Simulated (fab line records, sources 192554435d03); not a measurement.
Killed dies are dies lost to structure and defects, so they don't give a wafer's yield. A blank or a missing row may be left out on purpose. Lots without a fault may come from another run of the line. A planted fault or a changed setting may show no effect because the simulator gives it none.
Split-lot experiment | flow n5_finfet | 7 lots, 21 wafers read, on a route of 1938 steps

THE SPLIT
At N5_PMOS_HMC_CHANNEL_EPI_COAT_31 (time 60 s, resist thk 66 nm), the setting spin_rpm was moved away from the recipe's 1500 rpm on 7 of the 21 wafers read, by -3.8% to +11.1%. The other wafers ran this setting at the recipe's value.

FROM THE SPLIT TO THE READING: what the file shows between them, 3 steps
- N5_PMOS_HMC_CHANNEL_EPI_COAT_03: resist thk 205 nm
- N5_PMOS_HMC_CHANNEL_EPI_EBR_05
- N5_PMOS_HMC_CHANNEL_EPI_DESCUM_14: chemistry O2, time 7.9 s

THE READING
etch.depth_nm (the simulator's own value, which no gauge read), in nm, at N5_PMOS_HMC_CHANNEL_EPI_ETCH_32 (etches BARC in N2/H2, stops on SiO2, target depth 85.8 nm, time 50.3 s). The file gives no usual value for it. The 14 wafers here that ran the recipe average 65.92 nm, standard deviation 0.16 nm.

wafer  | tool, chamber at the split | spin_rpm as run, rpm | against the recipe | etch.depth_nm, nm | against lot-mates on the recipe
L075.2 | litho_track-02, 0          | 1500                 | recipe             | 65.84             | -
L075.5 | litho_track-02, 0          | 1500                 | recipe             | 65.81             | -
L075.6 | litho_track-02, 0          | 1500                 | recipe             | 65.64             | -
L076.2 | litho_track-01, 0          | 1500                 | recipe             | 65.79             | -
L076.5 | litho_track-01, 0          | 1500                 | recipe             | 65.84             | -
L076.6 | litho_track-01, 0          | 1500                 | recipe             | 65.88             | -
L078.1 | litho_track-05, 0          | 1500                 | recipe             | 66.18             | -
L078.3 | litho_track-05, 0          | 1648                 | +9.9%              | 63.09             | -3.11
L078.6 | litho_track-05, 0          | 1500                 | recipe             | 66.22             | -
L081.1 | litho_track-01, 0          | 1500                 | recipe             | 65.9              | -
L081.4 | litho_track-01, 0          | 1500                 | recipe             | 65.9              | -
L081.6 | litho_track-01, 0          | 1500                 | recipe             | 65.87             | -
L085.1 | litho_track-05, 0          | 1500                 | recipe             | 65.8              | -
L085.3 | litho_track-05, 0          | 1452                 | -3.2%              | 67.23             | +1.43
L085.6 | litho_track-05, 0          | 1452                 | -3.2%              | 67.16             | +1.36
L096.1 | litho_track-05, 0          | 1443                 | -3.8%              | 67.2              | no lot-mate on the recipe
L096.3 | litho_track-05, 0          | 1443                 | -3.8%              | 67.18             | no lot-mate on the recipe
L096.4 | litho_track-05, 0          | 1443                 | -3.8%              | 67.27             | no lot-mate on the recipe
L097.2 | litho_track-02, 0          | 1667                 | +11.1%             | 62.54             | -3.54
L097.3 | litho_track-02, 0          | 1500                 | recipe             | 66.02             | -
L097.6 | litho_track-02, 0          | 1500                 | recipe             | 66.14             | -

THE FIT
A straight line over all 21 wafers: etch.depth_nm changes by -0.311 nm for each +1% of spin_rpm; r = -0.99; the points scatter about the line by 0.17 nm.
The same after taking each lot's own level away (the mean of its wafers on the recipe; 18 wafers): -0.33 nm for each +1%; r = -0.99; scatter 0.13 nm.
On that fit, the largest move of spin_rpm shifts the reading by 3.7 nm.
The lots' own levels span 65.763 to 66.200 nm, that is 2.7 times the standard deviation above.
So the lot-to-lot level changes the slope little: the two slopes agree.
Check: with one of the wafers moved furthest among these (+11.1%) left out of the fit, the line predicts -3.71 nm for it against its lot-mates. It came out at -3.54 nm against them.

OTHER SPLITS ON THESE WAFERS
These wafers also went through other splits before the reading. Each is held against what the fit with the lots' levels taken away leaves over:
other split on the same wafers           | wafers away from the commonest value | r with etch.depth_nm (lot level and that fit taken away)
N5_WELL_APT_COAT_02 spin_rpm             | 4                                    | +0.10
N5_WELL_APT_PEB_06 peb_temp_c            | 8                                    | -0.28
N5_PMOS_HMC_CHANNEL_EPI_HM_DEP_34 time_s | 3                                    | +0.03

THE WHOLE CHAIN: every reading that the file lists as answering this split, in the file's order
step                            | what it does                                                           | reading                                                                                      | change (the file's fit)               | r (the file's)
N5_PMOS_HMC_CHANNEL_EPI_COAT_31 | time 60 s, resist thk 66 nm                                            | BARC_of_PMOS_HMC_CHANNEL_EPI_COAT_31.thk_nm (the simulator's own value, which no gauge read) | -0.322 nm for each +1% of the setting | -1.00
N5_PMOS_HMC_CHANNEL_EPI_ETCH_32 | etches BARC in N2/H2, stops on SiO2, target depth 85.8 nm, time 50.3 s | etch.depth_nm (the simulator's own value, which no gauge read)                               | -0.322 nm for each +1% of the setting | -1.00

THE FILE'S OWN FIT
etch.depth_nm changes by -0.322 nm for each +1% of spin_rpm, r = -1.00.
